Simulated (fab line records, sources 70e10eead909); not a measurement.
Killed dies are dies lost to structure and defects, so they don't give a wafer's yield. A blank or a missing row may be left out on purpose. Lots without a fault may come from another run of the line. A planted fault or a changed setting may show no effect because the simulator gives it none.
fab line records | flow nand_harc
record lots=24 wafers=72 last_day=27
route steps=1159 shown A_SGD_CUT@763 A_SLIT@779 A_WL_FILL@816 A_CONTACT@872
lots that met no fault: from a run of the same line without faults
start_h: hours from the record's first day to the start of the lot's first wafer shown | wait_h: hours since the lot's step before | " the same as in the row above | L1.1+2: a row that stands for several wafers | - no value, or no start given | * or withheld: withheld | < > ~ a bound
route shown NAME@n: a module of which the file shows steps, and the number in the route of the first | usual: mean/standard deviation of fault-free wafers | same: alike in all rows | chamber/n: place in a boat | sites: the reading at each site | _std_site: their standard deviation | _edge_site: outer sites' mean less inner sites' | radius_mm: how far each site lies from the wafer's centre | mask NAME#n: copy n | behind: the tool/chamber that last shaped the wafer | hold: why the lot was held/for how many hours/how that ended | device: the transistor (n, p or np) that didn't switch | end of line: the same wafers' tests at the end of the route | a step without rows: its recipe alone | killed: dies lost to structure and defects at the first sort, not the wafer's yield | map: a wafer's dies, x killed, . not, _ none there
set.NAME: the setting as run; set.NAME@STEP: as run at that earlier step | model.NAME: the simulator's own value behind a step, which no gauge read
steps of the route over a sample of lots; a table a step, a row a wafer
services: from which hour (start_h, from the record's first day; less than 0 if before it) a tool's chamber was out of use, for how many hours, and why
## steps
# step NHARC_A_SGD_CUT_ETCH_59
# recipe target_depth_a=2600 over_etch_frac=0.25 time_s=406.25 ion_energy_ev=200 n2_flow_sccm=150 h2_flow_sccm=150 ar_flow_sccm=0 rf_w=400 bias_w=150 chemistry=N2/H2
# usual bias_w=149.9/0.44 drypump_motor_current_A=5.5/0.4 oes_product_au=1.000/0.0073 rf_fwd_power_W=399.1/1.2 rf_vpp_V=430.8/2.5 showerhead_plenum_p_Torr=2.05/0.086 throttle_valve_pct=14.172/0.0092
# columns lot.wafer tool chamber start_h wait_h bias_w drypump_motor_current_A oes_product_au rf_fwd_power_W rf_hours_counter_h rf_vpp_V showerhead_plenum_p_Torr throttle_valve_pct
L074.1 rie_diel-05 1 - - 150.1 6.2 1.000 398.4 7 429.9 2.02 14.168
L074.5 " 0 " " 149.5 5.1 1.015 398.8 - 428.2 2.02 14.171
L074.6 " 1 " " 149.1 6.2 1.001 399.5 - 431.0 2.02 14.174
L075.2 rie_diel-05 0 - - 150.0 5.1 1.004 400.4 9 429.9 2.02 14.165
L075.3 " 2 " " 150.0 5.1 1.007 398.5 10 426.4 1.93 14.180
L075.6 " 0 " " 150.6 5.1 0.995 399.3 - 429.6 2.02 14.169
L079.4 rie_diel-06 0 - - 149.6 5.8 1.004 399.2 9 426.3 1.89 14.177
L079.5 " 3 " " 150.0 5.2 0.992 398.2 - 434.8 2.18 14.179
L079.6 " 0 " " 150.1 5.9 0.999 399.8 - 426.8 1.89 14.180
L077.1 rie_diel-08 0 - - 150.1 5.3 0.991 398.0 1 429.0 2.02 14.175
L077.4 " 3 " " 149.7 5.5 0.996 400.0 - 432.6 2.11 14.159
L077.6 " 1 " " 149.2 5.2 0.993 397.7 - 432.8 2.09 14.169
L078.1 rie_diel-06 0 - - 150.5 5.8 1.010 397.4 10 427.1 1.89 14.163
L078.4 " 1 " " 151.2 6.1 1.007 398.1 7 436.2 2.19 14.167
L078.5 " 2 " " 150.5 5.6 0.990 399.7 - 431.4 2.03 14.192
L076.1 rie_diel-05 0 - - 150.0 5.1 1.011 399.2 9 429.5 2.02 14.160
L076.3 " 1 " " 149.4 6.2 1.000 399.8 9 431.7 2.02 14.170
L076.4 " 3 " " 150.0 5.2 1.014 399.8 10 431.5 2.06 14.171
L083.3 rie_diel-06 2 - - 150.0 5.6 0.983 398.2 13 430.4 2.03 14.163
L083.5 " 2 " " 149.9 5.6 0.995 398.7 - 430.4 2.03 14.181
L083.6 " 3 " " 149.9 5.1 1.009 401.2 - 433.6 2.18 14.171
L081.2 rie_diel-05 1 - - 149.4 6.2 1.005 398.9 0 430.5 2.02 14.178
L081.4 " 2 " " 151.3 5.1 1.012 399.9 0 428.0 1.93 14.167
L081.3 " 3 " " 150.0 5.2 1.006 398.6 0 431.2 2.06 14.169
L084.3 rie_diel-08 3 - - 150.0 5.5 0.989 399.0 4 432.7 2.11 14.187
L084.1 " 2 " " 150.5 5.9 0.988 398.9 2 434.7 2.18 14.171
L084.5 " 3 " " 149.9 5.5 0.997 399.7 - 431.8 2.11 14.160
L082.2 rie_diel-06 3 - - 150.8 5.2 0.994 399.7 12 432.7 2.18 14.172
L082.4 " 0 " " 149.6 5.8 0.999 400.1 12 426.2 1.89 14.183
L082.6 " 3 " " 150.3 5.2 1.002 397.8 - 434.6 2.18 14.175
L080.2 rie_diel-05 3 - - 149.5 5.2 1.001 402.2 0 430.2 2.06 14.181
L080.1 " 0 " " 150.0 5.1 0.998 399.5 1 429.8 2.02 14.163
L080.4 " 1 " " 149.9 6.2 1.003 400.2 1 430.6 2.02 14.172
L086.4 rie_diel-08 0 - - 150.3 5.3 0.994 397.7 6 430.1 2.01 14.179
L086.2 " 2 " " 150.4 5.9 1.002 398.6 3 435.5 2.18 14.187
L086.6 " 0 " " 149.9 5.3 0.995 397.7 - 431.3 2.01 14.168
L085.4 rie_diel-06 0 - - 149.7 5.8 1.003 398.6 13 426.1 1.89 14.183
L085.6 " 3 " " 150.0 5.1 0.998 398.6 - 433.8 2.18 14.171
L085.5 " 0 " " 149.3 5.8 1.007 400.0 - 426.8 1.89 14.156
L088.2 rie_diel-08 3 - - 150.1 5.5 0.996 400.4 6 432.5 2.11 14.153
L088.6 " 2 " " 149.3 5.9 0.994 399.6 - 432.5 2.18 14.179
L088.5 " 3 " " 150.1 5.5 0.991 398.5 - 432.2 2.11 14.172
L087.4 rie_diel-05 2 - - 150.3 5.1 1.011 400.6 2 426.9 1.93 14.168
L087.5 " 3 " " 149.9 5.2 1.005 398.9 - 431.2 2.06 14.161
L087.6 " 0 " " 149.7 5.1 0.995 399.8 - 430.0 2.01 14.177
L089.2 rie_diel-06 2 - - 150.1 5.6 0.998 395.9 16 429.1 2.03 14.163
L089.3 " 1 " " 149.9 6.1 0.994 398.7 12 433.9 2.19 14.182
L089.6 " 3 " " 149.7 5.1 1.009 399.1 - 433.6 2.18 14.165
L090.2 rie_diel-05 1 - - 150.1 6.2 0.996 399.1 2 429.8 2.02 14.185
L090.1 " 2 " " 150.0 5.1 1.000 399.8 2 427.6 1.93 14.194
L090.5 " 3 " " 150.5 5.2 1.004 399.7 - 430.3 2.06 14.160
L091.3 rie_diel-05 3 - - 150.0 5.2 0.994 399.2 3 430.0 2.06 14.176
L091.1 " 1 " " 150.8 6.2 0.994 399.5 3 429.0 2.02 14.172
L091.4 " 2 " " 150.7 5.1 0.999 399.6 3 427.0 1.93 14.165
L092.2 rie_diel-05 3 411.20 - 149.8 5.2 0.994 397.7 3 431.3 2.06 14.176
L092.5 " 0 " " 149.5 5.1 0.998 397.2 - 428.3 2.01 14.172
L092.6 " 1 " " 149.5 6.2 0.993 397.8 - 430.0 2.02 14.181
L094.1 rie_diel-05 2 - - 150.1 5.2 1.001 397.3 6 428.9 1.93 14.195
L094.6 " 1 " " 150.8 6.2 0.993 400.7 - 428.4 2.02 14.148
L094.5 " 2 " " 150.3 5.1 1.006 398.6 - 427.5 1.93 14.172
L097.3 rie_diel-08 2 - - 149.6 5.9 0.995 400.1 11 434.0 2.18 14.164
L097.6 " 2 " " 150.2 5.9 0.988 398.4 - 434.0 2.18 14.170
L097.4 " 1 " " 150.8 5.2 1.009 397.9 - 432.7 2.08 14.175
L096.2 rie_diel-05 2 - - 149.2 5.1 0.995 397.9 6 428.6 1.93 14.193
L096.6 " 3 " " 149.9 5.2 1.009 401.7 - 433.1 2.06 14.164
L096.5 " 0 " " 150.3 5.1 1.008 400.4 - 429.0 2.01 14.161
L093.1 rie_diel-08 3 - - 149.7 5.5 0.998 397.1 15 431.7 2.10 14.172
L093.2 " 2 " " 149.9 5.9 0.994 398.6 12 433.5 2.18 14.179
L093.5 " 2 " " 149.4 5.9 0.999 398.6 - 434.6 2.18 14.172
L095.2 rie_diel-06 1 - - 149.6 6.1 1.001 398.5 5 434.2 2.19 14.166
L095.1 " 0 " " 149.7 5.8 0.997 400.1 4 425.5 1.88 14.176
L095.6 " 1 " " 149.3 6.1 0.998 398.6 - 436.7 2.19 14.173
# step NHARC_A_SGD_CUT_ETCH_15
# recipe target_depth_a=750 time_s=64.3 ch3f_flow_sccm=50 o2_flow_sccm=30 ar_flow_sccm=200 rf_w=500 bias_w=100 chemistry=CH3F/O2
# usual bias_w=100.0/0.32 drypump_motor_current_A=5.5/0.4 oes_product_au=0.958/0.017 rf_fwd_power_W=495.0/2 rf_vpp_V=264.0/1.6 showerhead_plenum_p_Torr=2.47/0.1 throttle_valve_pct=20.663/0.0093
# columns lot.wafer tool chamber start_h wait_h bias_w drypump_motor_current_A oes_product_au rf_fwd_power_W rf_hours_counter_h rf_vpp_V showerhead_plenum_p_Torr throttle_valve_pct
L074.1 rie_diel-05 0 - - 100.5 5.1 0.988 498.9 8 264.7 2.43 20.660
L074.5 " 2 " " 99.7 5.1 0.970 491.3 - 262.1 2.34 20.662
L074.6 " 3 " " 100.2 5.2 0.988 497.1 - 264.1 2.48 20.650
L075.2 rie_diel-05 3 - - 99.5 5.2 0.982 493.3 10 263.0 2.48 20.670
L075.3 " 0 " " 99.7 5.1 0.982 496.0 9 262.9 2.43 20.680
L075.6 " 2 " " 100.0 5.1 0.968 494.8 - 263.3 2.34 20.675
L079.4 rie_diel-06 3 - - 100.1 5.1 0.921 496.8 10 266.2 2.61 20.682
L079.5 " 1 " " 100.3 6.1 0.936 497.3 - 265.6 2.63 20.661
L079.6 " 2 " " 99.7 5.6 0.914 492.2 - 264.4 2.45 20.680
L077.1 rie_diel-08 0 - - 100.3 5.3 0.950 494.8 1 262.5 2.43 20.664
L077.4 " 0 " " 100.7 5.3 0.960 493.3 - 263.4 2.43 20.660
L077.6 " 1 " " 99.9 5.2 0.975 494.6 - 266.1 2.51 20.665
L078.4 rie_diel-06 1 - - 100.4 6.1 0.954 495.9 7 266.1 2.63 20.666
L078.1 " 2 " " 100.2 5.6 0.964 495.4 11 262.5 2.45 20.658
L078.5 " 1 " " 100.7 6.1 0.962 494.5 - 266.7 2.63 20.672
L076.1 rie_diel-05 1 - - 99.3 6.2 0.967 494.4 9 262.1 2.44 20.657
L076.4 " 3 " " 99.9 5.2 0.971 495.8 10 264.3 2.48 20.653
L076.3 " 0 " " 99.6 5.1 0.970 496.0 10 262.1 2.43 20.679
L083.3 rie_diel-06 0 - - 100.6 5.9 0.953 495.7 11 261.9 2.29 20.673
L083.5 " 3 " " 100.5 5.2 0.940 492.5 - 266.0 2.61 20.653
L083.6 " 0 " " 100.4 5.8 0.955 495.3 - 262.3 2.29 20.653
L081.4 rie_diel-05 1 - - 100.2 6.2 0.953 496.5 0 264.7 2.43 20.676
L081.2 " 2 " " 99.8 5.2 0.973 491.0 0 263.7 2.34 20.667
L081.3 " 3 " " 100.1 5.2 0.974 499.2 0 263.9 2.48 20.666
L084.3 rie_diel-08 2 - - 99.9 5.9 0.929 496.2 2 267.4 2.62 20.663
L084.1 " 3 " " 100.2 5.5 0.924 494.1 4 264.2 2.54 20.639
L084.5 " 1 " " 99.9 5.2 0.939 494.8 - 265.2 2.51 20.666
L082.4 rie_diel-06 0 - - 100.0 5.8 0.961 497.9 12 260.7 2.29 20.669
L082.2 " 3 " " 100.3 5.1 0.965 495.8 13 265.3 2.61 20.681
L082.6 " 0 " " 100.4 5.8 0.969 496.1 - 261.3 2.29 20.665
L080.1 rie_diel-05 1 - - 99.6 6.2 0.973 494.0 1 262.0 2.43 20.656
L080.4 " 2 " " 99.8 5.1 0.959 492.7 1 262.9 2.34 20.650
L080.2 " 3 " " 99.4 5.2 0.964 499.9 1 264.6 2.48 20.660
L086.2 rie_diel-08 1 - - 99.8 5.2 0.964 494.9 6 265.3 2.51 20.671
L086.4 " 3 " " 100.3 5.5 0.967 497.4 6 265.2 2.54 20.650
L086.6 " 0 " " 100.2 5.3 0.975 496.7 - 262.7 2.43 20.672
L085.4 rie_diel-06 2 - - 100.0 5.6 0.964 494.9 14 263.8 2.45 20.650
L085.5 " 1 " " 100.6 6.1 0.960 495.9 - 266.3 2.63 20.652
L085.6 " 2 " " 100.0 5.6 0.957 493.4 - 262.7 2.45 20.661
L088.2 rie_diel-08 2 - - 99.8 5.9 0.970 493.8 4 265.8 2.62 20.661
L088.6 " 3 " " 100.1 5.5 0.954 496.9 - 263.4 2.54 20.664
L088.5 " 0 " " 100.1 5.3 0.977 495.7 - 264.0 2.43 20.659
L087.4 rie_diel-05 3 - - 99.9 5.2 0.982 495.9 2 263.1 2.48 20.672
L087.5 " 2 " " 100.0 5.2 0.976 492.9 - 263.2 2.34 20.675
L087.6 " 3 " " 99.5 5.2 0.976 496.7 - 264.3 2.48 20.653
L089.3 rie_diel-06 1 - - 100.1 6.1 0.973 498.3 12 266.9 2.63 20.664
L089.2 " 2 " " 99.8 5.6 0.939 491.2 16 263.6 2.45 20.650
L089.6 " 1 " " 99.9 6.1 0.960 495.8 - 265.9 2.63 20.681
L090.1 rie_diel-05 3 - - 100.2 5.2 0.947 495.6 3 264.0 2.48 20.667
L090.2 " 0 " " 100.4 5.1 0.935 498.5 3 263.5 2.43 20.657
L090.5 " 3 " " 99.9 5.2 0.945 496.8 - 264.3 2.48 20.676
L091.1 rie_diel-05 2 - - 100.0 5.1 0.966 494.1 3 262.0 2.33 20.659
L091.3 " 3 " " 100.2 5.2 0.966 493.4 4 265.0 2.48 20.660
L091.4 " 1 " " 99.9 6.2 0.951 495.3 3 263.0 2.43 20.664
L092.2 rie_diel-08 2 411.44 - 100.2 5.9 0.956 492.7 6 266.6 2.62 20.655
L092.6 " 1 " " 99.8 5.2 0.946 492.7 - 263.6 2.51 20.666
L092.5 " 2 " " 100.5 5.9 0.957 495.7 - 265.9 2.62 20.671
L094.1 rie_diel-05 1 - - 99.7 6.2 0.977 495.2 7 261.4 2.43 20.662
L094.6 " 2 " " 100.1 5.1 0.978 493.3 - 260.8 2.33 20.671
L094.5 " 3 " " 100.0 5.2 0.975 495.9 - 264.9 2.48 20.657
L097.3 rie_diel-08 1 - - 99.8 5.2 0.959 492.4 15 261.5 2.51 20.675
L097.6 " 2 " " 100.3 5.9 0.949 493.5 - 268.3 2.62 20.647
L097.4 " 1 " " 100.3 5.2 0.961 494.4 - 264.5 2.51 20.662
L096.2 rie_diel-05 3 - - 100.2 5.2 0.920 497.4 7 265.0 2.48 20.672
L096.6 " 0 " " 100.2 5.1 0.931 496.4 - 263.7 2.43 20.670
L096.5 " 1 " " 100.6 6.2 0.927 495.9 - 263.6 2.43 20.659
L093.1 rie_diel-08 2 - - 99.4 5.9 0.963 494.3 12 265.8 2.62 20.656
L093.2 " 3 " " 99.8 5.5 0.952 495.5 16 264.3 2.53 20.675
L093.5 " 3 " " 100.3 5.5 0.950 497.2 - 264.1 2.53 20.670
L095.2 rie_diel-06 2 - - 99.8 5.6 0.960 489.4 4 264.3 2.44 20.657
L095.1 " 1 " " 100.5 6.1 0.960 496.9 5 265.6 2.63 20.672
L095.6 " 2 " " 99.3 5.6 0.953 493.5 - 264.2 2.44 20.654
# step NHARC_A_SLIT_DEP_25
# recipe target_thk_a=2000 temp_c=400 pressure_torr=6.5 rf_w=900 teos_flow_sccm=161.4 flow_sccm=2650 target_thk_nm=200 gas=O2 material=SiO2
# usual heater_power_w=556/56 rf_fwd_power_W=898.1/2.8 throttle_valve_pct=16.2/0.45
# columns lot.wafer tool chamber start_h wait_h heater_power_w rf_fwd_power_W throttle_valve_pct
L074.1 pecvd-04 0 297.93 0.3 553 900.2 16.7
L074.6 " 2 " " 451 896.4 16.3
L074.5 " 0 " " 580 900.0 16.3
L075.3 pecvd-04 2 333.07 0.1 470 900.0 16.3
L075.2 " 1 " " 493 902.8 16.3
L075.6 " 1 " " 498 905.0 16.1
L076.1 pecvd-01 0 333.16 0.1 607 898.1 16.2
L076.3 " 1 " " 537 899.8 16.1
L076.4 " 2 " " 604 897.8 15.9
L079.4 pecvd-02 1 333.32 0.2 503 898.3 17.5
L079.5 " 2 " " 457 895.7 16.2
L079.6 " 0 " " 499 896.8 16.9
L077.1 pecvd-04 2 333.38 0.2 589 902.1 16.4
L077.4 " 0 " " 591 898.7 16.8
L077.6 " 1 " " 512 895.2 16.3
L078.1 pecvd-01 1 333.44 0.2 536 900.1 15.9
L078.4 " 0 " " 630 898.8 15.9
L078.5 " 2 " " 638 895.9 15.7
L081.3 pecvd-04 1 369.96 0.1 473 899.8 16.1
L081.2 " 2 " " 537 898.9 16.3
L081.4 " 0 " " 548 896.4 16.6
L083.3 pecvd-02 1 370.00 0.1 602 897.6 16.9
L083.5 " 0 " " 650 895.5 16.8
L083.6 " 1 " " 615 898.2 17.2
L084.3 pecvd-01 2 370.14 0.1 611 896.8 16.0
L084.1 " 0 " " 621 898.6 16.0
L084.5 " 2 " " 623 890.9 15.9
L082.2 pecvd-02 1 370.26 0.2 590 895.5 17.3
L082.6 " 0 " " 582 895.0 16.4
L082.4 " 1 " " 587 899.3 16.7
L080.1 pecvd-04 0 372.92 0.1 588 899.4 16.9
L080.2 " 1 " " 507 904.1 16.2
L080.4 " 2 " " 515 899.5 16.6
L086.2 pecvd-02 0 383.12 0.4 529 899.0 16.7
L086.4 " 0 " " 542 899.8 16.2
L086.6 " 2 " " 476 894.8 15.8
L085.4 pecvd-01 2 383.24 0.5 646 896.0 16.1
L085.6 " 0 " " 580 900.6 16.1
L085.5 " 1 " " 415 895.4 16.2
L088.2 pecvd-02 2 383.35 0.6 627 896.8 15.7
L088.5 " 2 " " 620 897.1 15.6
L088.6 " 0 " " 592 903.4 16.7
L087.5 pecvd-04 1 401.77 0.2 552 897.1 16.0
L087.6 " 2 " " 547 901.5 16.1
L087.4 " 0 " " 575 897.1 16.4
L089.2 pecvd-04 1 401.88 0.1 468 899.4 15.7
L089.3 " 2 " " 605 898.6 16.1
L089.6 " 1 " " 476 896.5 15.8
L090.1 pecvd-01 2 402.03 0.2 576 898.3 16.0
L090.2 " 0 " " 636 898.8 16.2
L090.5 " 0 " " 656 898.6 16.2
L091.1 pecvd-02 2 417.38 0.1 543 902.3 15.7
L091.3 " 1 " " 610 893.5 16.9
L091.4 " 2 " " 575 899.9 15.7
L092.2 pecvd-01 0 417.42 0.1 565 898.9 15.9
L092.6 " 1 " " 535 898.9 15.9
L092.5 " 2 " " 598 891.6 16.0
L094.1 pecvd-04 2 477.92 0.1 606 894.6 16.3
L094.6 " 0 " " 529 895.6 16.0
L094.5 " 2 " " 599 899.2 16.5
L097.3 pecvd-01 0 478.04 0.2 608 900.2 15.6
L097.4 " 0 " " 631 899.2 15.8
L097.6 " 1 " " 563 892.3 16.0
L093.2 pecvd-01 1 478.24 0.4 575 902.8 15.8
L093.1 " 2 " " 517 894.3 15.4
L093.5 " 0 " " 476 896.5 16.0
L096.2 pecvd-02 1 478.27 0.4 455 897.9 17.3
L096.6 " 2 " " 504 898.3 15.8
L096.5 " 1 " " 474 898.1 17.3
L095.1 pecvd-04 2 481.33 0.1 500 895.1 16.3
L095.2 " 1 " " 595 892.5 15.8
L095.6 " 0 " " 499 892.9 16.4
# step NHARC_A_WL_FILL_STRIP_27
# recipe power_w=1500 temp_c=250 time_s=20 chemistry=N2/H2
# usual drypump_motor_current_A=5.8/0.54 heater_power_w=352/17
# columns lot.wafer tool chamber start_h wait_h drypump_motor_current_A heater_power_w rf_hours_counter_h
L074.1 plasma_asher-01 0 329.35 0.1 5.7 332 14
L074.5 " 0 " " 5.7 332 -
L074.6 " 1 " " 5.6 345 -
L076.1 plasma_asher-02 0 375.18 0.1 5.2 366 2
L076.4 " 1 " " 6.5 344 -
L076.3 " 0 " " 5.2 366 -
L075.2 plasma_asher-02 0 378.03 0.2 5.2 364 3
L075.3 " 1 " " 6.5 353 -
L075.6 " 1 " " 6.5 360 -
L079.4 plasma_asher-02 1 380.83 0.2 6.5 361 -
L079.6 " 0 " " 5.2 381 -
L079.5 " 1 " " 6.5 354 -
L077.1 plasma_asher-02 0 383.59 0.1 5.2 375 5
L077.4 " 1 " " 6.5 345 -
L077.6 " 1 " " 6.5 344 -
L078.1 plasma_asher-01 0 386.38 0.1 5.8 330 35
L078.4 " 1 " " 5.6 334 -
L078.5 " 1 " " 5.7 346 -
L084.1 plasma_asher-02 0 443.64 0.1 5.2 377 22
L084.3 " 0 " " 5.2 368 -
L084.5 " 1 " " 6.5 352 -
L083.3 plasma_asher-02 0 444.21 0.2 5.3 375 -
L083.5 " 1 " " 6.6 360 -
L083.6 " 0 " " 5.2 367 -
L082.2 plasma_asher-02 0 446.53 0.2 5.2 367 23
L082.4 " 0 " " 5.2 366 -
L082.6 " 1 " " 6.5 357 -
L085.4 plasma_asher-02 0 447.55 0.2 5.2 382 -
L085.5 " 1 " " 6.5 350 -
L085.6 " 0 " " 5.2 382 -
L080.1 plasma_asher-01 0 449.30 0.1 5.7 333 53
L080.2 " 1 " " 5.6 336 53
L080.4 " 1 " " 5.7 341 -
L088.2 plasma_asher-01 0 450.29 0.1 5.7 329 53
L088.5 " 0 " " 5.7 332 -
L088.6 " 1 " " 5.6 337 -
L081.2 plasma_asher-01 1 452.40 0.3 5.7 345 55
L081.4 " 0 " " 5.7 337 -
L081.3 " 1 " " 5.6 337 -
L086.2 plasma_asher-02 0 453.12 0.1 5.2 367 26
L086.4 " 0 " " 5.2 366 -
L086.6 " 0 " " 5.2 376 -
L091.1 plasma_asher-02 0 455.91 0.1 5.2 377 27
L091.4 " 0 " " 5.2 374 -
L091.3 " 1 " " 6.5 350 -
L087.4 plasma_asher-02 0 456.74 0.6 5.2 376 -
L087.6 " 1 " " 6.5 353 -
L087.5 " 0 " " 5.2 377 -
L089.2 plasma_asher-02 0 458.75 0.1 5.2 372 29
L089.3 " 0 " " 5.2 378 -
L089.6 " 1 " " 6.5 357 -
L092.2 plasma_asher-02 0 459.26 0.3 5.2 372 29
L092.5 " 1 " " 6.5 352 -
L092.6 " 0 " " 5.3 370 -
L090.2 plasma_asher-01 0 462.24 0.8 5.7 316 0
L090.1 " 1 " " 5.6 347 0
L090.5 " 1 " " 5.6 343 -
L094.1 plasma_asher-02 0 503.59 0.1 5.2 366 44
L094.6 " 1 " " 6.5 347 -
L094.5 " 0 " " 5.2 372 -
L093.1 plasma_asher-01 1 505.14 0.1 5.6 336 12
L093.2 " 0 " " 5.7 317 12
L093.5 " 0 " " 5.7 310 -
L097.3 plasma_asher-02 1 506.42 0.1 6.5 357 -
L097.4 " 0 " " 5.2 365 -
L097.6 " 1 " " 6.5 354 -
L096.2 plasma_asher-02 1 509.23 0.1 6.5 351 44
L096.5 " 1 " " 6.5 352 -
L096.6 " 0 " " 5.2 375 -
L095.1 plasma_asher-01 0 514.24 0.1 5.7 310 14
L095.2 " 1 " " 5.6 342 14
L095.6 " 0 " " 5.7 316 -
# step NHARC_A_CONTACT_ETCH_121
# recipe source_w=withheld pressure_mtorr=20 bias_v=3000 time_s=94 target_depth_a=9220 ar_flow_sccm=withheld c4f8_flow_sccm=withheld o2_flow_sccm=withheld chemistry=C4F8/O2/Ar
# columns lot.wafer tool chamber start_h wait_h rf_hours_counter_h
L074.1 har_cap_etch-03 1 379.67 0.1 84
L074.5 " 1 " " -
L074.6 " 0 " " -
L075.2 har_cap_etch-01 1 410.55 0.1 56
L075.3 " 1 " " -
L075.6 " 1 " " -
L076.1 har_cap_etch-02 0 415.14 0.1 12
L076.3 " 1 " " -
L076.4 " 0 " " -
L077.1 har_cap_etch-03 0 421.49 0.1 88
L077.4 " 0 " " -
L077.6 " 1 " " -
L079.4 har_cap_etch-01 0 427.25 0.1 -
L079.6 " 1 " " -
L079.5 " 0 " " -
L078.1 har_cap_etch-01 0 432.44 0.1 60
L078.4 " 0 " " -
L078.5 " 1 " " -
L082.2 har_cap_etch-01 0 472.33 0.1 63
L082.4 " 1 " " -
L082.6 " 1 " " -
L083.3 har_cap_etch-02 1 473.31 0.1 -
L083.6 " 0 " " -
L083.5 " 1 " " -
L084.1 har_cap_etch-03 1 476.81 0.1 93
L084.3 " 0 " " -
L084.5 " 0 " " -
L088.2 har_cap_etch-01 0 477.38 0.1 64
L088.6 " 1 " " -
L088.5 " 0 " " -
L080.1 har_cap_etch-01 0 481.79 0.1 65
L080.2 " 1 " " 65
L080.4 " 0 " " -
L085.4 har_cap_etch-02 1 482.40 0.1 -
L085.6 " 0 " " -
L085.5 " 1 " " -
L081.2 har_cap_etch-02 0 493.75 0.1 21
L081.3 " 0 " " -
L081.4 " 1 " " -
L086.2 har_cap_etch-01 0 501.55 0.1 68
L086.4 " 1 " " -
L086.6 " 1 " " -
L087.4 har_cap_etch-02 1 505.48 0.1 -
L087.6 " 1 " " -
L087.5 " 0 " " -
L089.2 har_cap_etch-03 0 507.52 0.1 100
L089.3 " 0 " " -
L089.6 " 1 " " -
L091.1 har_cap_etch-01 0 508.49 0.1 70
L091.3 " 0 " " -
L091.4 " 1 " " -
L090.1 har_cap_etch-03 0 510.57 0.1 101
L090.2 " 1 " " 101
L090.5 " 1 " " -
L092.2 har_cap_etch-03 1 514.71 0.1 102
L092.6 " 0 " " -
L092.5 " 1 " " -
L094.1 har_cap_etch-02 1 535.44 0.1 32
L094.5 " 0 " " -
L094.6 " 1 " " -
L093.2 har_cap_etch-01 1 536.12 0.1 77
L093.1 " 0 " " 77
L093.5 " 1 " " -
L097.3 har_cap_etch-02 0 544.14 0.1 -
L097.4 " 1 " " -
L097.6 " 0 " " -
L096.2 har_cap_etch-01 0 545.28 0.1 78
L096.5 " 0 " " -
L096.6 " 1 " " -
L095.1 har_cap_etch-02 0 554.78 0.1 39
L095.2 " 1 " " 39
L095.6 " 1 " " -
# step NHARC_A_CONTACT_CD_MEAS_53
# usual cd_nm=189.5/0.65
# columns lot.wafer tool chamber start_h wait_h cd_nm
L074.1 cd_sem-02 - 380.66 - 189.3
L074.5 " - " " 189.4
L074.6 " - " " 189.0
L075.2 cd_sem-01 - 411.56 - 189.7
L075.3 " - " " 189.8
L075.6 " - " " 189.2
L076.1 cd_sem-02 - 416.13 - 189.0
L076.3 " - " " 189.1
L076.4 " - " " 189.5
L077.1 cd_sem-03 - 422.49 - 189.1
L077.4 " - " " 189.0
L077.6 " - " " 189.2
L079.4 cd_sem-03 - 428.22 - 189.7
L079.5 " - " " 189.6
L079.6 " - " " 189.5
L078.1 cd_sem-03 - 433.50 - 190.3
L078.4 " - " " 190.4
L078.5 " - " " 190.7
L082.2 cd_sem-01 - 473.81 - 189.5
L082.4 " - " " 188.9
L082.6 " - " " 189.2
L083.3 cd_sem-03 - 474.31 - 190.1
L083.5 " - " " 190.4
L083.6 " - " " 190.1
L084.1 cd_sem-02 - 477.97 - 190.6
L084.3 " - " " 190.9
L084.5 " - " " 189.9
L088.2 cd_sem-01 - 478.78 - 190.0
L088.5 " - " " 189.8
L088.6 " - " " 189.7
L080.1 cd_sem-01 - 483.00 - 189.2
L080.2 " - " " 188.6
L080.4 " - " " 189.1
L085.4 cd_sem-01 - 483.37 - 188.3
L085.5 " - " " 188.4
L085.6 " - " " 188.3
L081.2 cd_sem-02 - 494.75 - 190.8
L081.3 " - " " 190.7
L081.4 " - " " 190.9
L086.2 cd_sem-03 - 502.56 - 190.0
L086.4 " - " " 190.0
L086.6 " - " " 190.1
L087.4 cd_sem-02 - 506.50 - 189.5
L087.5 " - " " 189.9
L087.6 " - " " 189.6
L089.2 cd_sem-03 - 508.51 - 189.7
L089.3 " - " " 189.3
L089.6 " - " " 189.1
L091.1 cd_sem-03 - 509.49 - 190.2
L091.3 " - " " 190.0
L091.4 " - " " 190.0
L090.1 cd_sem-02 - 511.73 - 188.9
L090.2 " - " " 189.7
L090.5 " - " " 188.7
L092.2 cd_sem-01 - 515.74 - 189.2
L092.5 " - " " 189.6
L092.6 " - " " 189.3
L094.1 cd_sem-03 - 536.43 - 189.4
L094.5 " - " " 189.4
L094.6 " - " " 189.7
L093.1 cd_sem-02 - 537.12 - 188.6
L093.2 " - " " 188.5
L093.5 " - " " 189.2
L097.3 cd_sem-03 - 545.12 - 189.7
L097.4 " - " " 190.3
L097.6 " - " " 189.6
L096.2 cd_sem-03 - 546.28 - 189.2
L096.5 " - " " 189.1
L096.6 " - " " 189.3
L095.1 cd_sem-02 - 555.88 - 188.7
L095.2 " - " " 188.6
L095.6 " - " " 188.8
## services
# columns tool chamber start_h hours kind
pecvd-04 0 274.09 13.4 repair
plasma_asher-01 - 276.00 9.0 pm
rie_diel-08 1 301.77 1.6 repair
rie_diel-08 - 301.86 9.0 pm
har_cap_etch-02 - 305.70 17.0 pm
pecvd-04 2 307.32 17.4 repair
rie_diel-05 2 331.45 1.7 repair
rie_diel-05 - 340.60 9.0 pm
plasma_asher-02 - 360.35 9.0 pm
pecvd-04 - 376.00 13.0 pm
rie_diel-08 2 401.72 3.4 repair
rie_diel-06 3 409.83 5.7 repair
rie_diel-08 0 414.21 6.2 repair
rie_diel-06 - 418.28 9.0 pm
har_cap_etch-01 - 421.74 1.7 repair
rie_diel-06 2 431.36 7.3 repair
plasma_asher-02 - 451.55 0.5 repair
rie_diel-06 - 455.40 0.5 repair
rie_diel-08 0 468.54 10.0 repair
rie_diel-08 - 478.86 9.0 pm
plasma_asher-02 - 497.80 1.2 repair
rie_diel-08 3 508.06 10.4 repair
rie_diel-05 - 517.60 9.0 pm
plasma_asher-02 - 537.35 9.0 pm
## key
fault none
